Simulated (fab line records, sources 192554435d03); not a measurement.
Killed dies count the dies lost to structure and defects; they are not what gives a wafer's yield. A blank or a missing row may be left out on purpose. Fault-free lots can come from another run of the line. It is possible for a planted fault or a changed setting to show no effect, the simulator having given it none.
Chamber matching || flow n5_finfet || rie_diel-05 running N5_SD_EPI_P_DESCUM_14: 4 sister chambers
The step chemistry O2, time 7.9 s. 22 wafers are shown with their chamber, then 11 later ones without.

WAFERS WITH THEIR CHAMBER
{"wafer": "L074.1", "chamber": 3, "drypump_motor_current_A (A)": 5.6, "throttle_valve_pct (%)": 20.90, "showerhead_plenum_p_Torr (Torr)": 2.09}
{"wafer": "L074.4", "chamber": 2, "drypump_motor_current_A (A)": 5.5, "throttle_valve_pct (%)": 20.30, "showerhead_plenum_p_Torr (Torr)": 2.07}
{"wafer": "L074.5", "chamber": 3, "drypump_motor_current_A (A)": 5.6, "throttle_valve_pct (%)": 20.89, "showerhead_plenum_p_Torr (Torr)": 2.09}
{"wafer": "L075.3", "chamber": 0, "drypump_motor_current_A (A)": 5.4, "throttle_valve_pct (%)": 20.51, "showerhead_plenum_p_Torr (Torr)": 2.08}
{"wafer": "L075.5", "chamber": 3, "drypump_motor_current_A (A)": 5.6, "throttle_valve_pct (%)": 20.90, "showerhead_plenum_p_Torr (Torr)": 2.09}
{"wafer": "L075.6", "chamber": 2, "drypump_motor_current_A (A)": 5.5, "throttle_valve_pct (%)": 20.32, "showerhead_plenum_p_Torr (Torr)": 2.07}
{"wafer": "L079.2", "chamber": 0, "drypump_motor_current_A (A)": 5.4, "throttle_valve_pct (%)": 20.50, "showerhead_plenum_p_Torr (Torr)": 2.08}
{"wafer": "L079.4", "chamber": 1, "drypump_motor_current_A (A)": 6.7, "throttle_valve_pct (%)": 20.61, "showerhead_plenum_p_Torr (Torr)": 2.08}
{"wafer": "L079.6", "chamber": 0, "drypump_motor_current_A (A)": 5.4, "throttle_valve_pct (%)": 20.51, "showerhead_plenum_p_Torr (Torr)": 2.08}
{"wafer": "L080.1", "chamber": 0, "drypump_motor_current_A (A)": 5.4, "throttle_valve_pct (%)": 20.50, "showerhead_plenum_p_Torr (Torr)": 2.08}
{"wafer": "L080.2", "chamber": 1, "drypump_motor_current_A (A)": 6.7, "throttle_valve_pct (%)": 20.62, "showerhead_plenum_p_Torr (Torr)": 2.08}
{"wafer": "L080.5", "chamber": 3, "drypump_motor_current_A (A)": 5.6, "throttle_valve_pct (%)": 20.90, "showerhead_plenum_p_Torr (Torr)": 2.08}
{"wafer": "L086.1", "chamber": 1, "drypump_motor_current_A (A)": 6.7, "throttle_valve_pct (%)": 20.62, "showerhead_plenum_p_Torr (Torr)": 2.07}
{"wafer": "L086.3", "chamber": 2, "drypump_motor_current_A (A)": 5.5, "throttle_valve_pct (%)": 20.34, "showerhead_plenum_p_Torr (Torr)": 2.06}
{"wafer": "L086.4", "chamber": 3, "drypump_motor_current_A (A)": 5.6, "throttle_valve_pct (%)": 20.91, "showerhead_plenum_p_Torr (Torr)": 2.08}
{"wafer": "L088.1", "chamber": 1, "drypump_motor_current_A (A)": 6.7, "throttle_valve_pct (%)": 20.64, "showerhead_plenum_p_Torr (Torr)": 2.07}
{"wafer": "L088.2", "chamber": 0, "drypump_motor_current_A (A)": 5.4, "throttle_valve_pct (%)": 20.52, "showerhead_plenum_p_Torr (Torr)": 2.07}
{"wafer": "L088.3", "chamber": 2, "drypump_motor_current_A (A)": 5.5, "throttle_valve_pct (%)": 20.33, "showerhead_plenum_p_Torr (Torr)": 2.06}
{"wafer": "L089.1", "chamber": 0, "drypump_motor_current_A (A)": 5.4, "throttle_valve_pct (%)": 20.51, "showerhead_plenum_p_Torr (Torr)": 2.07}
{"wafer": "L089.4", "chamber": 3, "drypump_motor_current_A (A)": 5.6, "throttle_valve_pct (%)": 20.92, "showerhead_plenum_p_Torr (Torr)": 2.08}
{"wafer": "L089.6", "chamber": 1, "drypump_motor_current_A (A)": 6.8, "throttle_valve_pct (%)": 20.65, "showerhead_plenum_p_Torr (Torr)": 2.07}
{"wafer": "L091.1", "chamber": 0, "drypump_motor_current_A (A)": 5.4, "throttle_valve_pct (%)": 20.56, "showerhead_plenum_p_Torr (Torr)": 2.07}

SIGNATURES, as means of the wafers listed above
{"reading": "drypump_motor_current_A", "chamber 0": 5.400, "chamber 1": 6.720, "chamber 2": 5.500, "chamber 3": 5.600, "scatter within a chamber": 0.0211}
{"reading": "throttle_valve_pct", "chamber 0": 20.5157, "chamber 1": 20.6280, "chamber 2": 20.3225, "chamber 3": 20.9033, "scatter within a chamber": 0.0168}
{"reading": "showerhead_plenum_p_Torr", "chamber 0": 2.0757, "chamber 1": 2.0740, "chamber 2": 2.0650, "chamber 3": 2.0850, "scatter within a chamber": 0.00548}
Rule: distance of a wafer from a chamber = root of the sum over the readings of ((wafer's reading minus chamber's mean) / reading's scatter) squared. If the next closest chamber is less than 2 further off than the closest, the wafer can't be placed; otherwise it belongs to the closest. The scatter is the square root of a quotient: the sum, over the shown wafers, of each reading's squared deviation from its chamber's mean, divided by wafers minus chambers.

WAFERS WHOSE CHAMBER IS MISSING
{"wafer": "L091.4", "drypump_motor_current_A (A)": 6.7, "throttle_valve_pct (%)": 20.66, "showerhead_plenum_p_Torr (Torr)": 2.07}
{"wafer": "L091.5", "drypump_motor_current_A (A)": 5.5, "throttle_valve_pct (%)": 20.36, "showerhead_plenum_p_Torr (Torr)": 2.06}
{"wafer": "L094.1", "drypump_motor_current_A (A)": 6.8, "throttle_valve_pct (%)": 20.66, "showerhead_plenum_p_Torr (Torr)": 2.07}
{"wafer": "L094.5", "drypump_motor_current_A (A)": 5.6, "throttle_valve_pct (%)": 20.95, "showerhead_plenum_p_Torr (Torr)": 2.08}
{"wafer": "L094.6", "drypump_motor_current_A (A)": 5.4, "throttle_valve_pct (%)": 20.55, "showerhead_plenum_p_Torr (Torr)": 2.07}
{"wafer": "L096.1", "drypump_motor_current_A (A)": 6.7, "throttle_valve_pct (%)": 20.66, "showerhead_plenum_p_Torr (Torr)": 2.07}
{"wafer": "L096.3", "drypump_motor_current_A (A)": 5.4, "throttle_valve_pct (%)": 20.57, "showerhead_plenum_p_Torr (Torr)": 2.07}
{"wafer": "L096.5", "drypump_motor_current_A (A)": 5.4, "throttle_valve_pct (%)": 20.54, "showerhead_plenum_p_Torr (Torr)": 2.07}
{"wafer": "L097.2", "drypump_motor_current_A (A)": 6.7, "throttle_valve_pct (%)": 20.63, "showerhead_plenum_p_Torr (Torr)": 2.07}
{"wafer": "L097.4", "drypump_motor_current_A (A)": 5.4, "throttle_valve_pct (%)": 20.54, "showerhead_plenum_p_Torr (Torr)": 2.07}
{"wafer": "L097.6", "drypump_motor_current_A (A)": 5.6, "throttle_valve_pct (%)": 20.93, "showerhead_plenum_p_Torr (Torr)": 2.07}

WHICH CHAMBER EACH WENT THROUGH
{"wafer": "L091.4", "from the rows above": 1, "in truth": 1}
{"wafer": "L091.5", "from the rows above": 2, "in truth": 2}
{"wafer": "L094.1", "from the rows above": 1, "in truth": 1}
{"wafer": "L094.5", "from the rows above": 3, "in truth": 3}
{"wafer": "L094.6", "from the rows above": 0, "in truth": 0}
{"wafer": "L096.1", "from the rows above": 1, "in truth": 1}
{"wafer": "L096.3", "from the rows above": 0, "in truth": 0}
{"wafer": "L096.5", "from the rows above": 0, "in truth": 0}
{"wafer": "L097.2", "from the rows above": 1, "in truth": 1}
{"wafer": "L097.4", "from the rows above": 0, "in truth": 0}
{"wafer": "L097.6", "from the rows above": 3, "in truth": 3}
11 of 11 placed correctly. Left unplaced by these rows: 0. Number placed wrongly: 0.
